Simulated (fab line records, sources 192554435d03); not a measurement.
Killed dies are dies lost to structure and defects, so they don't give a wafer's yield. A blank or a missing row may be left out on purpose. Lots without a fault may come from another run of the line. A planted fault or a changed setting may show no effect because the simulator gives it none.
Which tool did it? | flow n5_finfet | 9 lots, 27 wafers sampled, at 6 steps of a route of 1938

WHAT THE GAUGES READ, wafer by wafer
N5_BEOL_M4_CD_MEAS_18: pitch 36 nm, target cd 18 nm.
lot  | measured     | on        | cd_nm (nm)
L662 | day 8 05:13  | cd_sem-01 | 18.2 18.1 17.7
L663 | day 8 13:13  | cd_sem-01 | 17.8 18.1 18.3
L665 | day 8 17:02  | cd_sem-01 | 18.4 18.3 18.4
L667 | day 9 11:08  | cd_sem-03 | 18.6 18.1 18.5
L674 | day 11 04:38 | cd_sem-02 | 18.1 17.9 17.9
L675 | day 11 04:43 | cd_sem-03 | 18.2 18.3 18.2
L676 | day 11 12:38 | cd_sem-02 | 18.1 18.3 18.5
L678 | day 11 23:28 | cd_sem-03 | 17.7 17.2 17.6
L683 | day 13 12:01 | cd_sem-02 | 17.8 18.4 18.1

N5_BEOL_M4_OVL_MEAS_29.
lot  | measured     | on         | V3_OVL (nm)
L662 | day 8 05:41  | overlay-01 | -0.4 0.1 -0.2
L663 | day 8 13:34  | overlay-01 | 0.1 0.5 0.4
L665 | day 8 17:31  | overlay-02 | -0.2 -0.3 -0.7
L667 | day 9 11:36  | overlay-02 | -0.4 -0.8 -0.6
L674 | day 11 04:59 | overlay-01 | 9.5 10.3 8.9
L675 | day 11 05:04 | overlay-02 | 11.4 11.0 9.8
L676 | day 11 13:07 | overlay-02 | -0.7 -0.5 -0.5
L678 | day 11 23:49 | overlay-01 | -0.6 -1.0 -0.7
L683 | day 13 12:30 | overlay-02 | -0.7 0.0 -1.2

N5_BEOL_M4_RC_MEAS_101.
lot  | measured     | on        | DIBL_N (mV/V)  | DIBL_P (mV/V)  | IOFF_N (nA/um)    | IOFF_P (nA/um)    | ION_N (uA/um) | ION_P (uA/um) | SS_N (mV/dec)  | SS_P (mV/dec)  | VT_N (mV)         | VT_P (mV)
L662 | day 8 18:48  | prober-01 | 35.3 35.4 34.2 | 35.6 35.4 33.7 | 0.162 0.156 0.144 | 0.216 0.221 0.187 | 677 663 671   | 466 462 457   | 71.7 71.7 70.8 | 73.3 73.4 72.3 | 247.9 249.2 250.9 | -248 -249 -251
L663 | day 8 21:08  | prober-02 | 35.0 36.4 38.2 | 34.9 36.8 38.8 | 0.137 0.176 0.212 | 0.171 0.195 0.222 | 663 682 686   | 453 464 456   | 70.7 71.5 71.1 | 72.3 73.4 73.6 | 250.8 245.6 243.2 | -255 -254 -252
L665 | day 9 00:10  | prober-01 | 37.8 35.7 36.8 | 37.2 35.6 37.0 | 0.193 0.148 0.185 | 0.243 0.210 0.239 | 674 670 691   | 465 464 470   | 71.1 70.6 71.4 | 74.0 73.3 73.5 | 246.9 250.1 247.2 | -246 -248 -246
L667 | day 9 20:37  | prober-01 | 35.3 36.1 36.7 | 35.5 35.9 35.6 | 0.133 0.149 0.151 | 0.177 0.185 0.174 | 677 661 668   | 462 451 447   | 70.9 71.3 71.6 | 72.4 73.4 72.5 | 253.2 251.9 252.9 | -255 -255 -258
L674 | day 11 13:34 | prober-01 | 36.8 36.0 35.6 | 34.0 33.6 33.8 | 0.151 0.138 0.136 | 0.169 0.161 0.166 | 666 667 671   | 454 451 457   | 71.4 71.5 71.4 | 72.9 72.5 73.1 | 248.8 253.7 252.2 | -257 -254 -256
L675 | day 11 15:41 | prober-02 | 38.7 38.6 37.4 | 36.4 36.9 35.5 | 0.170 0.167 0.143 | 0.212 0.211 0.199 | 677 673 668   | 462 457 456   | 72.5 72.1 72.0 | 73.1 74.2 73.8 | 246.9 247.0 252.2 | -247 -252 -251
L676 | day 11 22:47 | prober-01 | 34.9 36.1 35.9 | 35.8 37.2 37.0 | 0.145 0.155 0.153 | 0.190 0.208 0.198 | 661 665 667   | 450 454 455   | 70.1 71.3 72.1 | 73.0 73.4 73.4 | 249.7 249.4 251.5 | -254 -252 -255
L678 | day 12 10:29 | prober-01 | 34.1 35.0 35.4 | 33.5 34.6 34.6 | 0.119 0.131 0.138 | 0.174 0.185 0.192 | 666 664 677   | 457 457 462   | 71.0 71.2 71.6 | 72.7 72.9 73.0 | 253.2 252.5 250.7 | -252 -251 -251
L683 | day 13 19:38 | prober-01 | 35.3 37.3 35.1 | 34.7 35.9 34.5 | 0.137 0.166 0.135 | 0.179 0.192 0.178 | 669 671 668   | 460 452 457   | 71.7 71.9 71.5 | 72.8 72.1 72.3 | 250.5 249.3 253.9 | -255 -252 -253

WHICH TOOL RAN EACH LOT (tool, then ch and the chambers of the sampled wafers, then the start)
lot  | N5_BEOL_M4_EXPOSE_25              | N5_BEOL_M4_ETCHBACK_99             | N5_BEOL_M4_VIA_ETCH_34
L662 | euv_scanner-02 ch 0, day 8 05:31  | rie_diel-03 ch 0,1,3, day 8 14:23  | rie_diel-03 ch 0,1,3, day 8 14:31
L663 | euv_scanner-02 ch 0, day 8 13:23  | rie_diel-05 ch 0,1,3, day 8 15:31  | rie_diel-05 ch 0,1,3, day 8 15:40
L665 | euv_scanner-02 ch 0, day 8 17:21  | rie_diel-03 ch 0,1,3, day 8 18:29  | rie_diel-03 ch 0,1,3, day 8 18:38
L667 | euv_scanner-02 ch 0, day 9 11:25  | rie_diel-01 ch 0,1,2, day 9 15:02  | rie_diel-01 ch 0,1,2, day 9 15:11
L674 | euv_scanner-02 ch 0, day 11 04:50 | rie_diel-03 ch 0,1,2, day 11 06:32 | rie_diel-03 ch 0,1,2, day 11 06:41
L675 | euv_scanner-02 ch 0, day 11 04:53 | rie_diel-01 ch 0,2,3, day 11 11:15 | rie_diel-01 ch 0,2,3, day 11 11:23
L676 | euv_scanner-01 ch 0, day 11 12:56 | rie_diel-05 ch 1,3, day 11 18:01   | rie_diel-05 ch 1,3, day 11 18:09
L678 | euv_scanner-01 ch 0, day 11 23:38 | rie_diel-05 ch 1,2, day 12 04:05   | rie_diel-05 ch 1,2, day 12 04:13
L683 | euv_scanner-01 ch 0, day 13 12:20 | rie_diel-05 ch 0,1,2, day 13 13:55 | rie_diel-05 ch 0,1,2, day 13 14:04
- N5_BEOL_M4_EXPOSE_25: exposes mask V3, defocus 5 nm.
- N5_BEOL_M4_ETCHBACK_99: etches SiO2 in CHF3, target depth 5 nm, time 10.4 s.
- N5_BEOL_M4_VIA_ETCH_34: etches the open film in C4F6/O2, target depth 69.4 nm, time 65.9 s.

WHAT THE TOOLS THEMSELVES READ (means of the sampled wafers that have a number; where no wafer has one, the mark that the record gives instead)
N5_BEOL_M4_EXPOSE_25.
lot  | tool           | exposure_dose_mJ_cm2
L662 | euv_scanner-02 | 62.81
L663 | euv_scanner-02 | 62.87
L665 | euv_scanner-02 | 62.82
L667 | euv_scanner-02 | 62.86
L674 | euv_scanner-02 | 62.91
L675 | euv_scanner-02 | 62.87
L676 | euv_scanner-01 | 62.79
L678 | euv_scanner-01 | 62.78
L683 | euv_scanner-01 | 62.75

N5_BEOL_M4_ETCHBACK_99.
lot  | tool        | drypump_motor_current_A (A) | oes_product_au (a.u.) | rf_vpp_V (V) | showerhead_plenum_p_Torr (Torr) | throttle_valve_pct (%)
L662 | rie_diel-03 | 6.1                         | 0.82                  | 237.7        | 2.15                            | 16.87
L663 | rie_diel-05 | 5.6                         | 0.70                  | 238.6        | 2.15                            | 17.20
L665 | rie_diel-03 | 6.1                         | 0.82                  | 238.6        | 2.15                            | 16.87
L667 | rie_diel-01 | 5.7                         | 0.83                  | 241.8        | 2.17                            | 16.76
L674 | rie_diel-03 | 6.2                         | 0.77                  | 239.3        | 2.19                            | 17.05
L675 | rie_diel-01 | 5.3                         | 0.82                  | 242.5        | 2.24                            | 16.71
L676 | rie_diel-05 | 5.6                         | 0.78                  | 237.7        | 2.12                            | 17.10
L678 | rie_diel-05 | 6.2                         | 0.76                  | 236.8        | 2.12                            | 17.12
L683 | rie_diel-05 | 5.9                         | 0.84                  | 238.8        | 2.14                            | 16.96

N5_BEOL_M4_VIA_ETCH_34.
lot  | tool        | drypump_motor_current_A (A) | oes_product_au (a.u.) | rf_vpp_V (V) | showerhead_plenum_p_Torr (Torr) | throttle_valve_pct (%)
L662 | rie_diel-03 | 6.1                         | 0.83                  | 660          | 2.84                            | 30.53
L663 | rie_diel-05 | 5.6                         | 0.71                  | 660          | 2.84                            | 30.79
L665 | rie_diel-03 | 6.1                         | 0.82                  | 660          | 2.84                            | 30.54
L667 | rie_diel-01 | 5.7                         | 0.82                  | 667          | 2.87                            | 30.38
L674 | rie_diel-03 | 6.2                         | 0.77                  | 661          | 2.89                            | 30.74
L675 | rie_diel-01 | 5.3                         | 0.83                  | 670          | 2.96                            | 30.36
L676 | rie_diel-05 | 5.7                         | 0.78                  | 658          | 2.80                            | 30.79
L678 | rie_diel-05 | 6.3                         | 0.76                  | 656          | 2.81                            | 30.80
L683 | rie_diel-05 | 5.9                         | 0.83                  | 659          | 2.83                            | 30.66

THE ANSWER, worked out from the rows above alone
Rule: what is usual is taken from the lots themselves. Put in order of their means at a reading, lots are off if they are a third of the lots or fewer, leave a main group of 4 or more, and stand apart from it by a gap of 3 or more times the standard deviation of the main group's means; of several such gaps the widest counts. A main group whose means are all the same, to the digits that the tables above print for the reading, isn't used. A lot without any number at a reading at which 4 lots or more have one is off too. The other lots that the step has rows for count as sound. The gauges are gone through in route order, then the tools' own readings, and for those a lot's mean is taken as printed above. The first step at which some lot is off is used, and at that step the reading that is off furthest; a lot without a number counts as furthest.
Off: L674, L675, at N5_BEOL_M4_OVL_MEAS_29 (V3_OVL). The main group: mean -0.4 nm, standard deviation 0.35.
A tool fits if, at a process step before that reading, it ran every lot that is off, and no sound lot after the first of them. The gauges at N5_BEOL_M4_OVL_MEAS_29 are tried like those tools. One fits: euv_scanner-02 at N5_BEOL_M4_EXPOSE_25. Its last sound lot is L667 (day 9 11:25), its first lot that is off L674 (day 11 04:50): a fault that began between those two fits.

WHAT THE SIMULATOR HAD PUT IN
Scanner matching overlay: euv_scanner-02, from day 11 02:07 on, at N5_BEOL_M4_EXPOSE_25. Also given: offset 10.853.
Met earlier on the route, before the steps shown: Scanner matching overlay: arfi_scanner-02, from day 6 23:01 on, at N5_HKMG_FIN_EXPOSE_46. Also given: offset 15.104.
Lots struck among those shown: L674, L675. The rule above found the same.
